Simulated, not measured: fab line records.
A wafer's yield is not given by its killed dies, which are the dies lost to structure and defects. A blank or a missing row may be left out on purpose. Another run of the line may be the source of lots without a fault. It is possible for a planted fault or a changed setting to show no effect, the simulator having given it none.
fab line records	flow nand_harc
record lots=7	wafers=19	last_day=25
route steps=1159 shown A_ONON_D1@449 A_CHANNEL_HOLE_D1@450
lots that met no fault: from a run of the same line without faults
start_h: the number of hours between the record's first day and the start of the first shown wafer of the lot	wait_h: time in hours since the lot's previous step	" the same as in the row above	L1.1+2: several wafers, shown together as one row	- no value, or no start was given	* or withheld: withheld	< > ~ a bound
route shown NAME@n: names a module that has steps shown in the file, with the first one's number in the route	usual: average and standard deviation across the fault-free wafers	same: alike in all rows	chamber/n: place in a boat	sites: readings site by site	_std_site: how widely they spread, as a standard deviation	_edge_site: mean of outer sites minus mean of inner sites	radius_mm: how far each site lies from the wafer's centre	mask NAME#n: copy n	behind: the most recent tool/chamber to have shaped the wafer	hold: why the lot was held/for how many hours/how that ended	device: which transistor (n, p or np) failed to switch	end of line: the same wafers' tests at the end of the route	a step without rows: its recipe alone	killed: count of dies lost to structure and defects at first sort (not the wafer's yield)	map: a wafer's dies, marking killed ones x, the rest . and places with no die _
set.NAME: the setting the step ran with; set.NAME@STEP: the setting that earlier step ran with	model.NAME: the simulator's own value behind a step, which no gauge read
lots at selected steps of the route; one table per step, one row per wafer
services: the hour from which a tool's chamber was out of use, counted from the record's first day as start_h (under 0 if before that day), plus the number of hours and why
## steps
# step NHARC_A_ONON_D1_INSPECT_32
# usual raw_defect_count=70/25
lot.wafer	tool	chamber	start_h	wait_h	raw_defect_count
L470.2	defect_inspect-01	-	197.29	0.0	36
L470.4	"	-	"	"	48
L470.6	"	-	"	"	51
L472.1	defect_inspect-01	-	217.54	0.0	119
L472.2	"	-	"	"	98
L472.3	"	-	"	"	115
L480.1	defect_inspect-01	-	258.83	0.0	57
L480.3	"	-	"	"	57
L480.6	"	-	"	"	44
L484.3	defect_inspect-01	-	275.52	0.0	43
L484.5	"	-	"	"	49
L486.3	defect_inspect-01	-	281.26	0.0	39
L486.5	"	-	"	"	46
L489.2	defect_inspect-01	-	312.24	0.0	86
L489.4	"	-	"	"	80
L489.5	"	-	"	"	49
L488.3	defect_inspect-01	-	312.33	0.0	73
L488.5	"	-	"	"	64
L488.6	"	-	"	"	51
# step NHARC_A_CHANNEL_HOLE_D1_DEP_00
# recipe target_thk_a=31000	temp_c=400	material=aC
# usual throttle_valve_pct=35.001/0.01
lot.wafer	tool	chamber	start_h	wait_h	throttle_valve_pct
L470.2	acl_dep-01	0	197.68	0.4	35.003
L470.4	"	0	"	"	34.989
L470.6	"	0	"	"	34.996
L472.1	acl_dep-02	0	217.61	0.1	35.013
L472.2	"	0	"	"	35.000
L472.3	"	0	"	"	35.010
L480.1	acl_dep-01	0	258.90	0.1	35.021
L480.3	"	0	"	"	34.984
L480.6	"	0	"	"	35.004
L484.3	acl_dep-03	0	276.58	1.1	34.992
L484.5	"	0	"	"	34.999
L486.3	acl_dep-01	0	282.53	1.3	34.998
L486.5	"	0	"	"	35.005
L489.2	acl_dep-01	0	312.73	0.5	34.993
L489.4	"	0	"	"	35.024
L489.5	"	0	"	"	35.007
L488.3	acl_dep-02	0	313.06	0.7	35.008
L488.5	"	0	"	"	35.004
L488.6	"	0	"	"	35.004
# step NHARC_A_CHANNEL_HOLE_D1_DEP_01
# recipe target_thk_a=1400	target_thk_nm=140	temp_c=400	pressure_torr=3.5	flow_sccm=200	rf_w=350	material=SiON
# usual heater_power_w=768/80	rf_fwd_power_W=348.6/1
lot.wafer	tool	chamber	start_h	wait_h	heater_power_w	rf_fwd_power_W
L470.2	pecvd-01	1	199.37	1.4	758	349.0
L470.4	"	0	"	"	729	347.5
L470.6	"	1	"	"	768	348.5
L472.2	pecvd-03	0	219.54	1.3	791	348.7
L472.1	"	2	"	"	863	348.3
L472.3	"	2	"	"	854	349.6
L480.3	pecvd-03	1	260.80	1.0	803	347.4
L480.1	"	2	"	"	734	348.9
L480.6	"	2	"	"	733	347.7
L484.3	pecvd-03	0	277.95	1.1	743	348.5
L484.5	"	2	"	"	830	348.5
L486.3	pecvd-03	1	283.89	1.0	843	348.6
L486.5	"	2	"	"	741	348.3
L489.2	pecvd-03	2	314.33	1.3	824	348.5
L489.5	"	2	"	"	820	348.0
L489.4	"	0	"	"	815	348.0
L488.3	pecvd-04	0	314.36	1.0	767	348.6
L488.5	"	0	"	"	622	349.4
L488.6	"	2	"	"	695	348.4
# step NHARC_A_CHANNEL_HOLE_D1_DEHYDRATE_02
# recipe temp_c=150	time_s=120
# step NHARC_A_CHANNEL_HOLE_D1_HMDS_03
# recipe time_s=30
# step NHARC_A_CHANNEL_HOLE_D1_COAT_36
# recipe temp_c=260	time_s=75
# step NHARC_A_CHANNEL_HOLE_D1_COAT_37
# recipe temp_c=225	time_s=65
# step NHARC_A_CHANNEL_HOLE_D1_COAT_04
# recipe spin_rpm=1500	resist_thk_nm=90
# step NHARC_A_CHANNEL_HOLE_D1_SOFTBAKE_05
# recipe temp_c=105	time_s=55
# step NHARC_A_CHANNEL_HOLE_D1_EBR_06
# step NHARC_A_CHANNEL_HOLE_D1_EXPOSE_07
# recipe na=1.35	target_cd_nm=100	sigma_outer=0.3	dose_mj=59.65	mask_id=HOLE_D1
# step NHARC_A_CHANNEL_HOLE_D1_PEB_08
# recipe peb_temp_c=100	peb_time_s=65
# step NHARC_A_CHANNEL_HOLE_D1_DEVELOP_09
# recipe develop_time_s=35	dev_temp_c=23
# usual developer_temp_C=23.02/0.095
lot.wafer	tool	chamber	start_h	wait_h	developer_temp_C
L470.2	litho_track-06	0	200	-	22.85
L470.4	"	0	"	"	23.08
L470.6	"	0	"	"	22.91
L472.1	litho_track-04	0	220	-	23.04
L472.2	"	0	"	"	23.06
L472.3	"	0	"	"	23.04
L480.1	litho_track-01	0	261	-	23.17
L480.3	"	0	"	"	23.11
L480.6	"	0	"	"	23.03
L484.3	litho_track-04	0	278	-	23.33
L484.5	"	0	"	"	23.18
L486.3	litho_track-04	0	284	-	23.06
L486.5	"	0	"	"	23.00
L489.2	litho_track-01	0	314	-	23.00
L489.4	"	0	"	"	22.97
L489.5	"	0	"	"	22.76
L488.3	litho_track-04	0	315	-	23.10
L488.5	"	0	"	"	23.11
L488.6	"	0	"	"	23.04
# step NHARC_A_CHANNEL_HOLE_D1_CD_MEAS_10
# recipe target_cd_nm=100	landing_energy_ev=500
# usual cd_nm=100.3/0.86
lot.wafer	tool	chamber	start_h	wait_h	cd_nm
L470.2	cd_sem-01	0	200.10	-	100.1
L470.4	"	0	"	"	101.8
L470.6	"	0	"	"	101.0
L472.1	cd_sem-01	0	220.25	-	99.2
L472.2	"	0	"	"	100.4
L472.3	"	0	"	"	99.9
L480.1	cd_sem-03	0	261.39	-	99.7
L480.3	"	0	"	"	100.7
L480.6	"	0	"	"	101.5
L484.3	cd_sem-02	0	278.62	-	100.2
L484.5	"	0	"	"	102.6
L486.3	cd_sem-01	0	284.56	-	98.9
L486.5	"	0	"	"	101.3
L489.2	cd_sem-01	0	315.07	-	100.9
L489.4	"	0	"	"	99.6
L489.5	"	0	"	"	99.2
L488.3	cd_sem-02	0	315.22	-	98.9
L488.5	"	0	"	"	101.0
L488.6	"	0	"	"	100.0
# step NHARC_A_CHANNEL_HOLE_D1_OVL_MEAS_11
# usual overlay_x_nm=-0.2/0.73	overlay_y_nm=0.0/0.87
lot.wafer	tool	chamber	start_h	wait_h	overlay_x_nm	overlay_y_nm
L470.2	overlay-02	-	200.18	-	-0.3	-1.1
L470.4	"	-	"	"	0.0	-0.9
L470.6	"	-	"	"	0.2	-1.5
L472.1	overlay-02	-	220.34	-	-0.8	-0.8
L472.2	"	-	"	"	-0.9	-0.2
L472.3	"	-	"	"	-1.1	0.0
L480.1	overlay-01	-	261.48	-	0.7	1.1
L480.3	"	-	"	"	0.1	0.5
L480.6	"	-	"	"	0.1	0.5
L484.3	overlay-01	-	278.70	-	-0.7	1.5
L484.5	"	-	"	"	-0.1	1.4
L486.3	overlay-02	-	284.64	-	1.0	0.3
L486.5	"	-	"	"	0.9	0.3
L489.2	overlay-02	-	315.15	-	-1.9	-0.8
L489.4	"	-	"	"	-2.4	-0.8
L489.5	"	-	"	"	-1.5	-0.3
L488.3	overlay-02	-	315.30	-	-0.9	0.6
L488.5	"	-	"	"	-0.3	0.4
L488.6	"	-	"	"	0.0	0.6
# step NHARC_A_CHANNEL_HOLE_D1_INSPECT_12
# usual raw_defect_count=5.3/2.8
lot.wafer	tool	chamber	start_h	wait_h	raw_defect_count
L470.2	defect_inspect-02	-	200.22	0.0	3
L470.4	"	-	"	"	6
L470.6	"	-	"	"	7
L472.1	defect_inspect-01	-	220.38	0.0	10
L472.2	"	-	"	"	6
L472.3	"	-	"	"	8
L480.1	defect_inspect-01	-	261.52	0.0	1
L480.3	"	-	"	"	3
L480.6	"	-	"	"	3
L484.3	defect_inspect-01	-	278.74	0.0	6
L484.5	"	-	"	"	6
L486.3	defect_inspect-01	-	284.68	0.0	3
L486.5	"	-	"	"	3
L489.2	defect_inspect-01	-	315.19	0.0	9
L489.4	"	-	"	"	10
L489.5	"	-	"	"	6
L488.3	defect_inspect-01	-	315.34	0.0	2
L488.5	"	-	"	"	3
L488.6	"	-	"	"	3
# step NHARC_A_CHANNEL_HOLE_D1_DESCUM_15
# recipe time_s=3	o2_flow_sccm=200	ar_flow_sccm=0	bias_power_w=0	chemistry=O2
# usual drypump_motor_current_A=5.6/0.46	oes_product_au=0.998/0.013	rf_vpp_V=57.6/0.95	showerhead_plenum_p_Torr=1.88/0.094	throttle_valve_pct=11.311/0.0092
lot.wafer	tool	chamber	start_h	wait_h	drypump_motor_current_A	oes_product_au	rf_hours_counter_h	rf_vpp_V	showerhead_plenum_p_Torr	throttle_valve_pct	model.A_CHANNEL_HOLE_D1.cd_nm
L470.4	rie_diel-09	1	200.28	0.1	5.2	1.014	8	57.8	2.01	11.316	102
L470.2	"	0	"	"	5.2	0.998	8	57.1	1.84	11.315	100.7
L470.6	"	2	"	"	5.9	1.000	-	58.5	2.01	11.307	100.8
L472.1	rie_diel-02	2	220.44	0.1	6.5	1.011	3	58.2	1.83	11.317	98.06
L472.2	"	3	"	"	5.1	0.997	3	58.5	1.79	11.304	99.72
L472.3	"	0	"	"	5.7	0.993	3	56.6	1.79	11.315	99.63
L480.3	rie_diel-02	1	261.58	0.1	5.2	1.001	3	58.2	1.79	11.304	101
L480.1	"	2	"	"	6.4	1.000	6	56.1	1.83	11.308	98.58
L480.6	"	1	"	"	5.2	0.998	-	56.1	1.79	11.300	101.3
L484.3	rie_diel-09	1	278.80	0.1	5.2	1.002	1	58.6	2.01	11.314	100
L484.5	"	1	"	"	5.2	1.012	-	57.9	2.01	11.302	102.1
L486.3	rie_diel-02	0	284.75	0.1	5.6	0.984	8	59.1	1.79	11.325	98.33
L486.5	"	3	"	"	5.1	0.989	-	56.7	1.79	11.315	100.8
L489.4	rie_diel-02	3	315.25	0.1	5.1	0.978	10	56.4	1.79	11.299	98.74
L489.2	"	0	"	"	5.7	0.981	10	57.6	1.79	11.301	100.9
L489.5	"	3	"	"	5.1	0.984	-	58.6	1.79	11.316	98.69
L488.3	rie_diel-07	0	315.42	0.1	5.7	0.970	6	57.9	1.93	11.306	99.51
L488.6	"	2	"	"	6.5	1.015	-	57.8	1.86	11.301	99.55
L488.5	"	3	"	"	5.5	0.969	-	58.9	2.03	11.321	101.2
# step NHARC_A_CHANNEL_HOLE_D1_ETCH_38
# recipe target_depth_a=390	over_etch_frac=0.3	time_s=65	ion_energy_ev=80	cf4_flow_sccm=150	ar_flow_sccm=0	rf_w=300	bias_w=100	chemistry=CF4
# usual drypump_motor_current_A=5.5/0.45	oes_product_au=0.998/0.015	rf_fwd_power_W=297.4/1.1	rf_vpp_V=151.0/1.3	showerhead_plenum_p_Torr=1.74/0.081	throttle_valve_pct=13.284/0.0095
lot.wafer	tool	chamber	start_h	wait_h	drypump_motor_current_A	oes_product_au	rf_fwd_power_W	rf_hours_counter_h	rf_vpp_V	showerhead_plenum_p_Torr	throttle_valve_pct	model.A_CHANNEL_HOLE_D1.cd_nm
L470.2	rie_diel-09	1	200.38	0.1	5.2	1.017	298.1	8	152.6	1.85	13.290	100.1
L470.4	"	2	"	"	5.9	0.996	298.8	7	152.3	1.85	13.292	101.6
L470.6	"	0	"	"	5.2	1.010	297.7	-	150.6	1.71	13.284	100.5
L472.2	rie_diel-02	3	220.54	0.1	5.1	0.989	297.8	3	151.4	1.66	13.268	100.1
L472.1	"	0	"	"	5.7	1.000	297.4	3	149.7	1.67	13.275	97.5
L472.3	"	2	"	"	6.5	1.011	295.8	3	149.4	1.70	13.269	99.51
L480.1	rie_diel-02	3	261.67	0.1	5.1	0.978	298.2	6	150.4	1.66	13.300	99.09
L480.3	"	1	"	"	5.2	0.983	297.5	3	149.3	1.67	13.305	101.5
L480.6	"	3	"	"	5.1	0.981	298.5	-	151.3	1.66	13.282	101.8
L484.3	rie_diel-09	1	278.88	0.1	5.2	1.009	297.5	1	152.9	1.85	13.273	99.49
L484.5	"	2	"	"	5.9	1.000	297.4	-	151.6	1.85	13.286	102.6
L486.3	rie_diel-02	3	284.84	0.1	5.1	0.983	297.9	8	149.7	1.66	13.288	98.56
L486.5	"	0	"	"	5.7	0.984	295.4	-	151.4	1.66	13.278	99.91
L489.4	rie_diel-02	0	315.34	0.1	5.6	0.972	295.5	10	151.2	1.66	13.289	98.06
L489.2	"	2	"	"	6.5	1.005	295.7	10	149.6	1.69	13.286	100.8
L489.5	"	0	"	"	5.7	0.981	297.0	-	149.6	1.66	13.275	98.12
L488.3	rie_diel-07	1	315.49	0.1	5.5	0.992	297.5	5	150.9	1.76	13.289	100.3
L488.6	"	0	"	"	5.7	0.964	298.8	-	151.6	1.78	13.278	99.72
L488.5	"	1	"	"	5.5	1.003	298.8	-	150.4	1.76	13.279	102
# step NHARC_A_CHANNEL_HOLE_D1_ETCH_39
# recipe target_depth_a=2600	over_etch_frac=0.3	time_s=325	ion_energy_ev=200	n2_flow_sccm=150	h2_flow_sccm=150	ar_flow_sccm=0	rf_w=400	bias_w=150	chemistry=N2/H2
# usual drypump_motor_current_A=5.6/0.47	h2_flow_sccm=150.0/0.42	oes_product_au=0.998/0.015	rf_fwd_power_W=399.3/1.3	rf_vpp_V=429.5/2.9	showerhead_plenum_p_Torr=2.01/0.1	throttle_valve_pct=14.171/0.0085
lot.wafer	tool	chamber	start_h	wait_h	drypump_motor_current_A	h2_flow_sccm	oes_product_au	rf_fwd_power_W	rf_hours_counter_h	rf_vpp_V	showerhead_plenum_p_Torr	throttle_valve_pct
L470.4	rie_diel-09	0	-	-	5.2	149.5	0.986	397.5	8	429.5	1.96	14.191
L470.2	"	1	"	"	5.2	149.5	1.018	396.6	8	433.2	2.14	14.179
L470.6	"	1	"	"	5.3	149.3	0.998	397.3	-	432.7	2.14	14.169
L472.2	rie_diel-02	2	-	-	6.4	150.5	1.001	400.7	3	428.3	1.95	14.172
L472.1	"	3	"	"	5.1	149.8	0.994	400.4	3	426.2	1.90	14.172
L472.3	"	0	"	"	5.7	149.8	0.988	398.1	3	426.9	1.91	14.174
L480.3	rie_diel-02	2	-	-	6.5	150.1	1.010	399.5	6	427.4	1.95	14.157
L480.1	"	1	"	"	5.2	150.6	0.987	397.8	4	427.3	1.91	14.162
L480.6	"	3	"	"	5.1	149.8	0.980	401.1	-	427.1	1.90	14.194
L484.3	rie_diel-09	3	-	-	5.2	150.1	1.027	400.1	1	432.0	2.17	14.181
L484.5	"	1	"	"	5.2	150.6	1.008	397.5	-	433.2	2.14	14.168
L486.3	rie_diel-02	1	-	-	5.2	150.0	0.993	399.0	6	426.2	1.91	14.186
L486.5	"	2	"	"	6.5	149.9	1.011	399.3	-	427.5	1.94	14.175
L489.4	rie_diel-02	3	-	-	5.1	150.0	0.981	401.6	10	424.5	1.90	14.168
L489.2	"	0	"	"	5.7	149.3	0.980	397.9	10	427.2	1.91	14.157
L489.5	"	2	"	"	6.5	149.9	1.020	398.3	-	428.2	1.94	14.163
L488.3	rie_diel-07	3	-	-	5.5	149.6	0.981	399.9	6	434.1	2.16	14.173
L488.5	"	0	"	"	5.7	149.5	0.956	399.1	-	430.7	2.05	14.176
L488.6	"	1	"	"	5.5	150.2	0.992	400.2	-	430.9	2.03	14.177
## services
tool	chamber	start_h	hours	kind
pecvd-01	-	177.81	1.9	repair
rie_diel-02	1	181.34	9.4	repair
rie_diel-02	0	184.20	-	clean
rie_diel-02	2	184.20	-	clean
rie_diel-02	3	184.20	-	clean
rie_diel-09	1	185.50	4.7	repair
pecvd-04	-	195.11	13.0	pm
rie_diel-07	1	220.01	5.2	repair
rie_diel-02	1	220.25	10.4	repair
rie_diel-07	-	228.20	9.0	pm
acl_dep-03	-	228.42	13.0	pm
rie_diel-02	1	236.55	9.9	repair
pecvd-01	-	237.20	13.0	pm
rie_diel-07	2	245.97	3.8	repair
rie_diel-02	1	251.87	4.1	repair
rie_diel-09	-	254.31	9.0	pm
rie_diel-02	-	257.21	0.9	repair
litho_track-01	-	268.00	7.0	pm
rie_diel-07	1	276.71	1.2	repair
rie_diel-09	1	288.04	5.7	repair
litho_track-06	-	292.01	7.0	pm
pecvd-03	-	292.23	13.0	pm
acl_dep-01	-	292.33	13.0	pm
rie_diel-02	0	308.19	2.1	repair
## key
first_sign none at tools or gauges
model_effect step=NHARC_A_CHANNEL_HOLE_D1_DESCUM_15	value=A_CHANNEL_HOLE_D1.cd_nm	without=99.45	struck=101.3
model_effect step=NHARC_A_CHANNEL_HOLE_D1_ETCH_38	value=A_CHANNEL_HOLE_D1.cd_nm	without=99.61	struck=101.5
met_at NHARC_A_CHANNEL_HOLE_D1_DEVELOP_09
struck_wafers L484.5,L486.5,L488.5
tester_left_out L484,L486,L488
onset_between 220 278
fault kind=process_parameter_drift	tool=litho_track-04	chamber=-	onset_h=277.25	steps=NHARC_A_CHANNEL_HOLE_D1_DEVELOP_09	channel=develop_time_s	offset=*	shape=step	end_h=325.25	scope=struck_wafers_only	acts_in=*	stated=*
# tester_left_out: of these lots the tester's yield and bins aren't shown, on N5 and GAA mostly nor the transistor test; their killed dies are dies lost to structure and defects alone, not to doping, threshold or leakage, so they don't give the yield
